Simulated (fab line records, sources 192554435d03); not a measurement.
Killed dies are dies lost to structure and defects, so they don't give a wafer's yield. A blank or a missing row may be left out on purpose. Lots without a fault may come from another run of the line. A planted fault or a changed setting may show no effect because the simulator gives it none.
fab line records | flow n5_finfet
record lots=24 wafers=72 last_day=17
route steps=1938 shown BEOL_M12@1619 BEOL_M13@1670
lots that met no fault: from a run of the same line without faults
start_h: hours from the record's first day to the start of the lot's first wafer shown | wait_h: hours since the lot's step before | " the same as in the row above | L1.1+2: a row that stands for several wafers | - no value, or no start given | * or withheld: withheld | < > ~ a bound
route shown NAME@n: a module of which the file shows steps, and the number in the route of the first | usual: mean/standard deviation of fault-free wafers | same: alike in all rows | chamber/n: place in a boat | sites: the reading at each site | _std_site: their standard deviation | _edge_site: outer sites' mean less inner sites' | radius_mm: how far each site lies from the wafer's centre | mask NAME#n: copy n | behind: the tool/chamber that last shaped the wafer | hold: why the lot was held/for how many hours/how that ended | device: the transistor (n, p or np) that didn't switch | end of line: the same wafers' tests at the end of the route | a step without rows: its recipe alone | killed: dies lost to structure and defects at the first sort, not the wafer's yield | map: a wafer's dies, x killed, . not, _ none there
set.NAME: the setting as run; set.NAME@STEP: as run at that earlier step | model.NAME: the simulator's own value behind a step, which no gauge read
steps of the route over a sample of lots; a table a step, a row a wafer
services: from which hour (start_h, from the record's first day; less than 0 if before it) a tool's chamber was out of use, for how many hours, and why
## steps
# step N5_BEOL_M12_STRIP_64
# recipe chemistry=N2/H2 power_w=1000 temp_c=250 h2_frac=0.65 overash_fraction=0.3 pressure_mtorr=withheld n2_flow_sccm=1750 h2_flow_sccm=3250
# usual drypump_motor_current_A=5.4/0.4 heater_power_w=314/11 oes_product_au=0.715/0.0045 strip_time_to_endpoint_s=31.38/0.077
# columns lot.wafer tool chamber start_h wait_h drypump_motor_current_A heater_power_w oes_product_au rf_hours_counter_h strip_time_to_endpoint_s
L074.3 plasma_asher-02 1 218.81 0.0 5.8 311 0.713 - 31.30
L074.4 " 0 " " 5.1 336 0.713 - 31.46
L074.5 " 1 " " 5.8 323 0.717 - 31.32
L075.2 plasma_asher-01 0 230.39 0.0 5.8 314 0.713 70 31.29
L075.4 " 1 " " 4.9 312 0.712 - 31.37
L075.6 " 0 " " 5.8 313 0.716 - 31.33
L077.1 plasma_asher-01 0 236.68 0.0 5.8 306 0.706 71 31.44
L077.2 " 1 " " 4.9 304 0.722 71 31.51
L077.5 " 1 " " 4.9 305 0.707 - 31.40
L078.1 plasma_asher-01 1 241.08 0.0 4.9 300 0.722 72 31.45
L078.2 " 0 " " 5.8 310 0.717 72 31.41
L078.6 " 0 " " 5.8 309 0.718 - 31.42
L076.2 plasma_asher-02 1 242.73 0.0 5.7 308 0.722 122 31.39
L076.5 " 0 " " 5.1 332 0.714 - 31.37
L076.6 " 1 " " 5.7 307 0.718 - 31.45
L080.1 plasma_asher-01 1 250.38 0.0 4.9 306 0.717 74 31.39
L080.3 " 0 " " 5.7 310 0.716 - 31.44
L080.5 " 1 " " 4.9 308 0.712 - 31.33
L079.1 plasma_asher-01 1 259.82 0.0 4.9 298 0.716 75 31.52
L079.4 " 0 " " 5.8 308 0.716 - 31.47
L079.5 " 0 " " 5.8 310 0.712 - 31.46
L082.1 plasma_asher-02 1 276.09 0.0 5.8 311 0.716 129 31.34
L082.2 " 0 " " 5.1 336 0.704 129 31.25
L082.6 " 1 " " 5.8 314 0.713 - 31.31
L081.2 plasma_asher-01 0 277.20 0.0 5.8 300 0.724 77 31.31
L081.4 " 0 " " 5.8 309 0.705 - 31.37
L081.6 " 0 " " 5.8 315 0.720 - 31.33
L083.3 plasma_asher-01 1 282.41 0.0 4.9 304 0.709 - 31.47
L083.5 " 0 " " 5.8 313 0.712 - 31.53
L083.6 " 1 " " 4.9 309 0.718 - 31.50
L084.2 plasma_asher-01 1 285.26 0.0 4.9 306 0.720 80 31.30
L084.3 " 0 " " 5.8 310 0.719 - 31.26
L084.6 " 1 " " 4.9 300 0.709 - 31.26
L086.1 plasma_asher-02 1 291.46 0.0 5.7 303 0.718 132 31.38
L086.2 " 0 " " 5.1 340 0.714 132 31.31
L086.5 " 0 " " 5.1 329 0.716 - 31.37
L085.1 plasma_asher-02 1 292.22 0.0 5.7 314 0.720 132 31.37
L085.3 " 1 " " 5.8 304 0.720 - 31.32
L085.6 " 0 " " 5.1 333 0.722 - 31.43
L087.1 plasma_asher-02 0 305.99 0.0 5.1 331 0.718 135 31.33
L087.4 " 1 " " 5.8 306 0.712 - 31.42
L087.6 " 0 " " 5.1 337 0.726 - 31.42
L089.2 plasma_asher-02 0 308.74 0.0 5.1 334 0.712 135 31.33
L089.5 " 1 " " 5.7 315 0.726 - 31.29
L089.6 " 0 " " 5.1 333 0.717 - 31.35
L088.1 plasma_asher-01 1 318.18 0.0 4.9 303 0.713 88 31.25
L088.3 " 0 " " 5.8 314 0.713 - 31.24
L088.6 " 1 " " 4.9 308 0.714 - 31.33
L091.4 plasma_asher-01 1 327.05 0.0 4.9 310 0.710 - 31.31
L091.5 " 1 " " 4.9 297 0.715 - 31.34
L091.6 " 0 " " 5.8 308 0.713 - 31.28
L090.2 plasma_asher-01 0 328.53 0.0 5.8 311 0.718 92 31.46
L090.5 " 1 " " 4.9 306 0.711 - 31.48
L090.6 " 0 " " 5.8 308 0.717 - 31.43
L092.2 plasma_asher-01 1 342.71 0.0 4.9 304 0.712 94 31.57
L092.3 " 1 " " 4.9 303 0.710 - 31.57
L092.5 " 1 " " 4.9 299 0.715 - 31.54
L093.3 plasma_asher-02 1 345.64 0.0 5.8 310 0.713 - 31.35
L093.5 " 1 " " 5.8 310 0.714 - 31.32
L093.6 " 0 " " 5.1 332 0.716 - 31.34
L094.1 plasma_asher-02 1 347.65 0.0 5.8 317 0.713 139 31.37
L094.3 " 1 " " 5.8 307 0.725 - 31.39
L094.5 " 0 " " 5.1 337 0.721 - 31.35
L095.3 plasma_asher-02 0 363.43 0.0 5.1 340 0.720 - 31.40
L095.4 " 1 " " 5.8 312 0.716 - 31.42
L095.5 " 0 " " 5.1 324 0.713 - 31.46
L097.1 plasma_asher-02 1 364.52 0.0 5.7 315 0.714 142 31.44
L097.2 " 0 " " 5.1 337 0.716 142 31.45
L097.6 " 1 " " 5.8 316 0.705 - 31.45
L096.3 plasma_asher-01 1 369.91 0.0 4.9 304 0.721 - 31.35
L096.5 " 1 " " 4.9 301 0.721 - 31.30
L096.6 " 0 " " 5.8 306 0.717 - 31.32
# step N5_BEOL_M12_CD_MEAS_17
# recipe target_cd_nm=140 polarity=opening
# usual cd_nm=141.0/2.6
# columns lot.wafer tool chamber start_h wait_h cd_nm
L074.3 cd_sem-03 - 218.94 0.0 136.4
L074.4 " - " " 142.6
L074.5 " - " " 145.8
L075.2 cd_sem-01 - 230.55 0.0 144.4
L075.4 " - " " 145.0
L075.6 " - " " 141.7
L077.1 cd_sem-02 - 236.83 0.0 141.6
L077.2 " - " " 137.6
L077.5 " - " " 141.7
L078.1 cd_sem-03 - 241.23 0.0 139.3
L078.2 " - " " 140.4
L078.6 " - " " 142.8
L076.2 cd_sem-02 - 242.88 0.0 139.2
L076.5 " - " " 135.1
L076.6 " - " " 143.2
L080.1 cd_sem-01 - 250.53 0.0 140.6
L080.3 " - " " 142.8
L080.5 " - " " 136.5
L079.1 cd_sem-02 - 259.97 0.0 145.8
L079.4 " - " " 140.3
L079.5 " - " " 138.1
L082.1 cd_sem-02 - 276.23 0.0 144.4
L082.2 " - " " 140.3
L082.6 " - " " 139.5
L081.2 cd_sem-02 - 277.35 0.0 135.3
L081.4 " - " " 142.4
L081.6 " - " " 141.7
L083.3 cd_sem-03 - 282.54 0.0 141.1
L083.5 " - " " 144.5
L083.6 " - " " 141.8
L084.2 cd_sem-03 - 285.41 0.0 143.5
L084.3 " - " " 140.8
L084.6 " - " " 141.7
L086.1 cd_sem-03 - 291.63 0.0 140.6
L086.2 " - " " 137.5
L086.5 " - " " 140.1
L085.1 cd_sem-01 - 292.36 0.0 141.1
L085.3 " - " " 144.0
L085.6 " - " " 142.2
L087.1 cd_sem-01 - 306.14 0.0 143.1
L087.4 " - " " 143.7
L087.6 " - " " 140.2
L089.2 cd_sem-01 - 308.89 0.0 141.3
L089.5 " - " " 142.3
L089.6 " - " " 142.8
L088.1 cd_sem-01 - 318.33 0.0 143.0
L088.3 " - " " 143.6
L088.6 " - " " 144.0
L091.4 cd_sem-03 - 327.18 0.0 140.8
L091.5 " - " " 142.5
L091.6 " - " " 138.1
L090.2 cd_sem-01 - 328.69 0.0 142.1
L090.5 " - " " 138.3
L090.6 " - " " 138.8
L092.2 cd_sem-03 - 342.86 0.0 140.2
L092.3 " - " " 142.3
L092.5 " - " " 139.9
L093.3 cd_sem-02 - 345.77 0.0 141.2
L093.5 " - " " 138.2
L093.6 " - " " 141.5
L094.1 cd_sem-01 - 347.80 0.0 145.6
L094.3 " - " " 142.2
L094.5 " - " " 138.8
L095.3 cd_sem-03 - 363.56 0.0 145.3
L095.4 " - " " 147.5
L095.5 " - " " 143.4
L097.1 cd_sem-03 - 364.67 0.0 138.4
L097.2 " - " " 142.9
L097.6 " - " " 144.6
L096.3 cd_sem-02 - 370.05 0.0 141.7
L096.5 " - " " 139.3
L096.6 " - " " 140.0
# step N5_BEOL_M12_ETCH_38
# recipe chemistry=CF4/N2 target=SiCN target_depth_a=687 taper_deg=2 time_s=73.4 ion_energy_ev=150 mask_material=SiO2 pressure_mtorr=40 source_w=430 bias_w=70 Ar_flow_sccm=100 cf4_flow_sccm=60 n2_flow_sccm=60
# usual drypump_motor_current_A=5.3/0.57 oes_product_au=0.82/0.093 rf_vpp_V=381.8/2 showerhead_plenum_p_Torr=2.19/0.071 throttle_valve_pct=15.31/0.25
# columns lot.wafer tool chamber start_h wait_h drypump_motor_current_A oes_product_au rf_hours_counter_h rf_vpp_V showerhead_plenum_p_Torr throttle_valve_pct
L074.3 rie_diel-01 0 222.43 - 4.9 0.89 28 382.1 2.17 15.28
L074.4 " 3 " " 4.9 0.97 - 379.7 2.16 14.92
L074.5 " 0 " " 4.9 0.88 - 381.8 2.17 15.27
L075.2 rie_diel-01 2 233.31 - 6.3 0.94 3 381.4 2.15 15.14
L075.4 " 0 " " 4.9 0.88 33 381.9 2.17 15.28
L075.6 " 1 " " 4.7 0.71 - 383.5 2.27 15.63
L077.1 rie_diel-04 2 239.64 - 5.3 0.70 218 380.8 2.10 15.30
L077.2 " 1 " " 5.3 0.88 24 387.2 2.33 15.08
L077.5 " 1 " " 5.3 0.89 - 384.3 2.33 15.08
L078.1 rie_diel-01 3 247.03 - 4.9 0.93 15 380.8 2.16 14.94
L078.2 " 1 " " 4.7 0.71 225 384.3 2.27 15.65
L078.6 " 2 " " 6.3 0.91 - 381.7 2.15 15.15
L076.2 rie_diel-05 3 247.51 - 4.9 0.72 211 380.3 2.10 15.59
L076.5 " 0 " " 6.0 0.88 - 382.1 2.16 15.05
L076.6 " 3 " " 4.8 0.72 - 380.8 2.10 15.59
L080.1 rie_diel-01 0 255.05 - 4.9 0.87 41 380.4 2.17 15.27
L080.3 " 1 " " 4.7 0.71 227 383.3 2.27 15.65
L080.5 " 1 " " 4.7 0.71 - 383.9 2.27 15.64
L079.1 rie_diel-04 3 262.41 - 4.8 0.67 234 385.0 2.28 15.86
L079.4 " 2 " " 5.3 0.69 226 380.3 2.10 15.33
L079.5 " 1 " " 5.4 0.87 - 385.4 2.32 15.11
L082.1 rie_diel-04 1 279.17 - 5.3 0.86 38 385.5 2.32 15.11
L082.2 " 2 " " 5.3 0.69 232 378.3 2.10 15.32
L082.6 " 1 " " 5.3 0.86 - 384.4 2.32 15.10
L081.2 rie_diel-04 1 279.43 - 5.4 0.86 38 386.5 2.32 15.10
L081.4 " 2 " " 5.3 0.69 232 380.6 2.10 15.33
L081.6 " 3 " " 4.8 0.66 - 384.5 2.28 15.87
L083.3 rie_diel-04 3 285.00 - 4.8 0.66 243 384.8 2.28 15.87
L083.5 " 3 " " 4.9 0.66 - 382.5 2.28 15.89
L083.6 " 0 " " 5.5 0.92 - 380.9 2.17 15.47
L084.2 rie_diel-01 3 287.49 - 4.9 0.90 28 381.0 2.15 14.97
L084.3 " 1 " " 4.7 0.70 239 383.1 2.26 15.65
L084.6 " 3 " " 4.8 0.89 - 380.6 2.15 14.97
L086.1 rie_diel-05 0 293.35 - 5.9 0.85 49 381.1 2.15 15.08
L086.2 " 1 " " 6.4 0.70 200 380.7 2.12 15.59
L086.5 " 3 " " 4.9 0.70 - 379.1 2.09 15.63
L085.1 rie_diel-01 0 296.29 - 4.9 0.84 55 380.7 2.16 15.34
L085.3 " 2 " " 6.3 0.87 26 381.8 2.15 15.18
L085.6 " 2 " " 6.3 0.87 - 381.7 2.15 15.19
L087.1 rie_diel-01 3 307.43 - 4.8 0.88 36 380.6 2.15 14.98
L087.4 " 0 " " 4.9 0.84 60 380.6 2.16 15.35
L087.6 " 1 " " 4.7 0.69 - 383.2 2.26 15.67
L089.2 rie_diel-04 2 310.53 - 5.3 0.67 247 379.5 2.09 15.38
L089.5 " 1 " " 5.3 0.84 - 385.9 2.31 15.13
L089.6 " 2 " " 5.3 0.68 - 380.0 2.09 15.38
L088.1 rie_diel-04 3 321.89 - 4.8 0.97 1 382.9 2.27 15.38
L088.3 " 1 " " 5.3 0.83 57 384.7 2.31 15.16
L088.6 " 0 " " 5.5 0.88 - 380.2 2.16 15.52
L091.4 rie_diel-01 2 330.85 - 6.3 0.84 - 382.5 2.14 15.20
L091.5 " 0 " " 4.9 0.84 - 380.4 2.16 15.37
L091.6 " 3 " " 4.9 0.87 - 381.5 2.15 15.02
L090.2 rie_diel-01 0 332.00 - 4.9 0.83 68 381.1 2.16 15.36
L090.5 " 3 " " 4.9 0.87 - 381.3 2.15 15.00
L090.6 " 0 " " 4.9 0.83 - 380.3 2.15 15.35
L092.2 rie_diel-05 3 344.17 - 4.9 0.69 246 379.9 2.08 15.68
L092.3 " 0 " " 5.9 0.83 70 381.3 2.14 15.11
L092.5 " 0 " " 5.9 0.83 - 378.8 2.14 15.12
L094.1 rie_diel-01 2 350.07 - 6.3 0.84 47 382.3 2.14 15.23
L094.3 " 0 " " 4.9 0.83 75 381.1 2.15 15.37
L094.5 " 0 " " 4.9 0.83 - 380.2 2.15 15.37
L093.3 rie_diel-05 0 350.32 - 5.9 0.83 72 379.7 2.14 15.12
L093.5 " 1 " " 6.4 0.69 - 379.6 2.11 15.65
L093.6 " 2 " " 5.2 0.78 - 381.5 2.22 15.13
L095.3 rie_diel-01 3 366.40 - 4.8 0.84 59 380.6 2.14 15.01
L095.4 " 1 " " 4.7 0.96 11 383.4 2.25 15.18
L095.5 " 3 " " 4.8 0.85 - 380.7 2.14 15.03
L097.1 rie_diel-04 1 367.09 - 5.3 0.81 75 386.1 2.31 15.19
L097.2 " 3 " " 4.9 0.92 18 383.5 2.27 15.37
L097.6 " 2 " " 5.3 0.94 - 386.1 2.35 14.85
L096.3 rie_diel-01 0 371.35 - 4.9 0.81 83 379.4 2.15 15.38
L096.5 " 0 " " 4.9 0.82 - 381.4 2.15 15.38
L096.6 " 1 " " 4.7 0.97 - 383.6 2.25 15.19
# step N5_BEOL_M13_OVL_MEAS_11
# recipe points_per_wafer=44
# usual V12_OVL=3/5.7
# columns lot.wafer tool chamber start_h wait_h V12_OVL[nm]
L074.3 overlay-02 0 224.86 0.0 6
L074.4 " 0 " " 5
L074.5 " 0 " " 8
L075.2 overlay-02 0 235.59 0.0 17
L075.4 " 0 " " 12
L075.6 " 0 " " 12
L077.1 overlay-02 0 242.41 0.0 2
L077.2 " 0 " " 9
L077.5 " 0 " " 5
L078.1 overlay-01 0 249.40 0.0 15
L078.2 " 0 " " 12
L078.6 " 0 " " 14
L076.2 overlay-02 0 249.66 0.0 2
L076.5 " 0 " " 1
L076.6 " 0 " " -5
L080.1 overlay-01 0 257.47 0.0 0
L080.3 " 0 " " 2
L080.5 " 0 " " 9
L079.1 overlay-01 0 264.91 0.0 3
L079.4 " 0 " " 5
L079.5 " 0 " " -3
L082.1 overlay-02 0 281.60 0.0 -7
L082.2 " 0 " " -7
L082.6 " 0 " " -8
L081.2 overlay-02 0 281.71 0.0 -1
L081.4 " 0 " " -1
L081.6 " 0 " " 0
L083.3 overlay-01 0 287.35 0.0 9
L083.5 " 0 " " 1
L083.6 " 0 " " 1
L084.2 overlay-01 0 289.67 0.0 5
L084.3 " 0 " " 3
L084.6 " 0 " " 7
L086.1 overlay-01 0 295.92 0.0 7
L086.2 " 0 " " 5
L086.5 " 0 " " 3
L085.1 overlay-01 0 298.39 0.0 -9
L085.3 " 0 " " -5
L085.6 " 0 " " -7
L087.1 overlay-02 0 309.96 0.0 1
L087.4 " 0 " " 5
L087.6 " 0 " " 6
L089.2 overlay-01 0 313.30 0.0 18
L089.5 " 0 " " 7
L089.6 " 0 " " 15
L088.1 overlay-01 0 324.89 0.0 3
L088.3 " 0 " " -2
L088.6 " 0 " " 3
L091.4 overlay-01 0 333.45 0.0 -2
L091.5 " 0 " " 8
L091.6 " 0 " " 3
L090.2 overlay-02 0 335.38 0.0 -2
L090.5 " 0 " " 0
L090.6 " 0 " " 4
L092.2 overlay-01 0 346.46 0.0 1
L092.3 " 0 " " -3
L092.5 " 0 " " 4
L094.1 overlay-02 0 352.76 0.0 13
L094.3 " 0 " " 5
L094.5 " 0 " " 10
L093.3 overlay-01 0 353.31 0.0 2
L093.5 " 0 " " -2
L093.6 " 0 " " -2
L095.3 overlay-01 0 369.02 0.0 -2
L095.4 " 0 " " -2
L095.5 " 0 " " 6
L097.1 overlay-01 0 369.38 0.0 4
L097.2 " 0 " " 12
L097.6 " 0 " " 4
L096.3 overlay-01 0 373.86 0.0 0
L096.5 " 0 " " 4
L096.6 " 0 " " 5
# step N5_BEOL_M13_VIA_ETCH_16
# recipe chemistry=C4F8/O2/Ar target=SiOC pressure_mtorr=30 source_w=3000 bias_w=700 Ar_flow_sccm=400 C4F8_flow_sccm=15 O2_flow_sccm=8 he_inner_torr=15 he_outer_torr=30 target_depth_a=9217 time_s=withheld ion_energy_ev=250 ends=cleared
# usual O2_flow_sccm=8.003/0.022 drypump_motor_current_A=5.86/0.25 oes_product_au=0.70/0.069 rf_vpp_V=665.1/2.6 showerhead_plenum_p_Torr=3.40/0.088 throttle_valve_pct=24.12/0.27
# columns lot.wafer tool chamber start_h wait_h O2_flow_sccm drypump_motor_current_A oes_product_au rf_vpp_V showerhead_plenum_p_Torr throttle_valve_pct
L074.3 rie_diel-03 0 225.00 0.0 8.008 5.74 0.68 660.1 3.28 24.28
L074.4 " 2 " " 7.990 6.04 0.72 666.3 3.45 24.23
L074.5 " 0 " " 8.009 5.74 0.67 660.8 3.28 24.30
L075.2 rie_diel-03 3 235.74 0.0 8.043 5.81 0.63 667.5 3.46 23.85
L075.4 " 2 " " 8.024 6.03 0.70 665.4 3.45 24.24
L075.6 " 2 " " 8.009 6.06 0.71 665.7 3.45 24.22
L077.1 rie_diel-02 2 242.55 0.0 7.978 5.95 0.65 664.9 3.43 24.10
L077.2 " 3 " " 8.034 6.15 0.79 663.5 3.36 24.03
L077.5 " 0 " " 7.985 5.48 0.79 664.7 3.33 23.99
L078.1 rie_diel-06 2 249.72 0.0 7.998 6.05 0.63 663.8 3.33 24.00
L078.2 " 3 " " 7.993 5.79 0.62 664.3 3.39 24.58
L078.6 " 2 " " 7.995 6.02 0.63 665.3 3.33 23.98
L076.2 rie_diel-02 1 249.90 0.0 8.008 5.99 0.72 669.8 3.58 23.95
L076.5 " 1 " " 7.995 6.00 0.73 669.6 3.58 23.93
L076.6 " 2 " " 8.008 5.93 0.65 665.0 3.43 24.10
L080.1 rie_diel-06 2 257.62 0.0 7.995 6.04 0.62 665.1 3.33 23.98
L080.3 " 3 " " 8.014 5.78 0.62 663.7 3.39 24.58
L080.5 " 1 " " 8.024 6.51 0.75 665.6 3.49 24.11
L079.1 rie_diel-03 1 265.06 0.0 8.019 5.48 0.62 665.4 3.39 24.63
L079.4 " 0 " " 8.031 5.73 0.68 663.0 3.28 24.28
L079.5 " 0 " " 8.041 5.75 0.68 661.3 3.28 24.30
L082.1 rie_diel-03 0 281.75 0.0 8.001 5.72 0.66 661.9 3.27 24.31
L082.2 " 1 " " 8.007 5.47 0.62 665.4 3.38 24.65
L082.6 " 1 " " 8.039 5.45 0.62 666.0 3.38 24.64
L081.2 rie_diel-02 2 281.96 0.0 7.989 5.96 0.64 663.4 3.42 24.10
L081.4 " 3 " " 7.980 6.16 0.77 663.4 3.36 24.03
L081.6 " 3 " " 7.963 6.15 0.76 663.5 3.36 24.05
L083.3 rie_diel-03 1 288.10 0.0 7.992 5.46 0.62 663.1 3.38 24.65
L083.5 " 3 " " 7.993 5.83 0.88 668.9 3.45 23.47
L083.6 " 0 " " 8.022 5.73 0.67 660.9 3.27 24.31
L084.2 rie_diel-03 1 289.81 0.0 8.039 5.49 0.62 666.3 3.38 24.65
L084.3 " 3 " " 8.032 5.86 0.87 666.4 3.45 23.48
L084.6 " 1 " " 7.992 5.51 0.62 663.7 3.38 24.64
L086.1 rie_diel-02 2 296.07 0.0 8.023 5.96 0.63 666.7 3.42 24.11
L086.2 " 1 " " 8.032 5.98 0.71 669.6 3.57 23.97
L086.5 " 0 " " 7.994 5.45 0.76 663.5 3.33 24.02
L085.1 rie_diel-03 1 298.54 0.0 7.984 5.46 0.62 663.4 3.38 24.66
L085.3 " 0 " " 7.972 5.74 0.67 659.5 3.27 24.30
L085.6 " 0 " " 7.994 5.73 0.67 662.5 3.27 24.31
L087.1 rie_diel-06 1 310.10 0.0 7.982 6.52 0.74 666.3 3.48 24.12
L087.4 " 2 " " 7.969 6.03 0.61 663.8 3.32 24.02
L087.6 " 1 " " 7.955 6.50 0.73 664.7 3.49 24.12
L089.2 rie_diel-02 2 313.45 0.0 7.982 5.99 0.63 665.0 3.42 24.12
L089.5 " 1 " " 7.975 5.97 0.70 668.9 3.57 23.97
L089.6 " 0 " " 8.004 5.47 0.75 662.6 3.32 24.04
L088.1 rie_diel-02 2 325.58 0.0 8.027 5.92 0.62 664.1 3.41 24.12
L088.3 " 3 " " 8.019 6.13 0.75 663.9 3.35 24.05
L088.6 " 3 " " 7.977 6.13 0.75 662.6 3.35 24.05
L091.4 rie_diel-02 1 333.59 0.0 8.039 5.99 0.70 669.6 3.57 23.97
L091.5 " 2 " " 8.035 5.98 0.63 664.5 3.41 24.12
L091.6 " 1 " " 8.012 5.99 0.70 669.7 3.57 23.99
L090.2 rie_diel-03 3 335.52 0.0 7.965 5.83 0.83 667.4 3.45 23.48
L090.5 " 2 " " 8.021 6.03 0.70 664.7 3.43 24.29
L090.6 " 3 " " 7.984 5.81 0.84 667.4 3.45 23.49
L092.2 rie_diel-02 1 346.60 0.0 7.957 5.97 0.70 669.4 3.56 23.98
L092.3 " 3 " " 8.020 6.15 0.74 663.9 3.35 24.06
L092.5 " 0 " " 7.984 5.49 0.76 664.0 3.32 24.05
L094.1 rie_diel-03 0 353.01 0.0 7.984 5.76 0.66 659.7 3.26 24.34
L094.3 " 3 " " 7.980 5.81 0.82 667.9 3.44 23.50
L094.5 " 3 " " 8.012 5.84 0.83 667.9 3.44 23.51
L093.3 rie_diel-02 3 353.45 0.0 8.003 6.14 0.75 664.9 3.35 24.08
L093.5 " 0 " " 7.994 5.48 0.75 663.7 3.32 24.04
L093.6 " 3 " " 8.035 6.16 0.74 664.3 3.35 24.07
L095.3 rie_diel-02 3 369.16 0.0 7.988 6.15 0.74 662.2 3.34 24.08
L095.4 " 1 " " 8.005 5.98 0.69 670.6 3.56 24.00
L095.5 " 1 " " 8.034 5.99 0.70 669.1 3.56 24.00
L097.1 rie_diel-03 0 369.53 0.0 7.997 5.75 0.65 662.6 3.26 24.34
L097.2 " 2 " " 8.045 6.07 0.68 666.3 3.43 24.31
L097.6 " 3 " " 8.020 5.83 0.81 668.0 3.44 23.51
L096.3 rie_diel-03 3 374.01 0.0 7.987 5.86 0.81 666.7 3.44 23.51
L096.5 " 3 " " 7.981 5.86 0.81 668.2 3.44 23.51
L096.6 " 0 " " 7.962 5.75 0.66 661.6 3.26 24.34
# step N5_BEOL_M13_DEGAS_41
# recipe ambient=vacuum temp_c=250 time_s=60
# usual heater_power_w=327/27
# columns lot.wafer tool chamber start_h wait_h heater_power_w
L074.3 pvd_sputter-03 - 228.29 0.6 314
L074.4 " - " " 326
L074.5 " - " " 311
L075.2 pvd_sputter-02 - 239.62 0.3 288
L075.4 " - " " 348
L075.6 " - " " 344
L077.1 pvd_sputter-03 - 244.67 0.2 329
L077.2 " - " " 312
L077.5 " - " " 332
L078.1 pvd_sputter-02 - 256.24 0.5 331
L078.2 " - " " 291
L078.6 " - " " 279
L076.2 pvd_sputter-01 - 256.92 1.2 363
L076.5 " - " " 368
L076.6 " - " " 309
L080.1 pvd_sputter-01 - 262.04 0.5 366
L080.3 " - " " 309
L080.5 " - " " 306
L079.1 pvd_sputter-02 - 268.99 1.9 340
L079.4 " - " " 286
L079.5 " - " " 330
L082.1 pvd_sputter-03 - 284.52 0.8 329
L082.2 " - " " 280
L082.6 " - " " 324
L081.2 pvd_sputter-01 - 285.21 0.4 364
L081.4 " - " " 305
L081.6 " - " " 363
L083.3 pvd_sputter-03 - 292.79 0.0 312
L083.5 " - " " 326
L083.6 " - " " 289
L084.2 pvd_sputter-01 - 293.25 0.4 303
L084.3 " - " " 316
L084.6 " - " " 387
L086.1 pvd_sputter-02 - 299.39 0.3 319
L086.2 " - " " 290
L086.5 " - " " 346
L085.1 pvd_sputter-01 - 303.22 0.6 306
L085.3 " - " " 384
L085.6 " - " " 316
L089.2 pvd_sputter-02 - 315.77 0.2 287
L089.5 " - " " 329
L089.6 " - " " 346
L087.1 pvd_sputter-03 - 316.82 0.4 322
L087.4 " - " " 317
L087.6 " - " " 308
L088.1 pvd_sputter-01 - 327.95 0.0 314
L088.3 " - " " 352
L088.6 " - " " 326
L091.4 pvd_sputter-01 - 335.60 0.3 381
L091.5 " - " " 357
L091.6 " - " " 313
L090.2 pvd_sputter-02 - 338.37 0.4 291
L090.5 " - " " 343
L090.6 " - " " 313
L092.2 pvd_sputter-03 - 350.26 0.5 307
L092.3 " - " " 326
L092.5 " - " " 338
L094.1 pvd_sputter-02 - 356.69 0.9 343
L094.3 " - " " 336
L094.5 " - " " 316
L093.3 pvd_sputter-03 - 357.92 0.2 321
L093.5 " - " " 315
L093.6 " - " " 333
L095.3 pvd_sputter-01 - 371.46 0.2 323
L095.4 " - " " 300
L095.5 " - " " 389
L096.3 pvd_sputter-02 - 376.97 0.4 356
L096.5 " - " " 316
L096.6 " - " " 341
L097.1 pvd_sputter-02 - 380.15 0.2 345
L097.2 " - " " 309
L097.6 " - " " 340
## services
# columns tool chamber start_h hours kind
rie_diel-01 3 197.18 - clean
rie_diel-01 3 197.18 - consumable_replace:focus_ring
rie_diel-01 3 197.18 15.6 scheduled_down
rie_diel-01 3 197.18 15.6 vent_cycle
rie_diel-01 2 212.78 - clean
rie_diel-01 2 212.78 - consumable_replace:focus_ring
rie_diel-03 - 220.73 0.9 repair
rie_diel-02 3 229.20 1.3 repair
rie_diel-03 0 237.94 16.9 repair
rie_diel-04 - 240.99 2.6 repair
rie_diel-05 1 254.24 8.0 repair
rie_diel-01 0 269.87 1.4 repair
rie_diel-05 - 282.41 10.9 repair
rie_diel-05 2 299.44 23.6 repair
plasma_asher-02 - 310.69 15.2 repair
rie_diel-05 1 319.97 6.9 repair
rie_diel-04 2 320.59 4.6 repair
rie_diel-02 2 343.65 3.2 repair
plasma_asher-02 - 349.34 0.8 repair
rie_diel-01 1 350.04 2.2 repair
pvd_sputter-03 - 366.40 10.0 repair
rie_diel-03 1 367.60 2.7 repair
rie_diel-01 3 370.96 4.0 repair
rie_diel-02 0 372.38 12.3 repair
## key
fault none
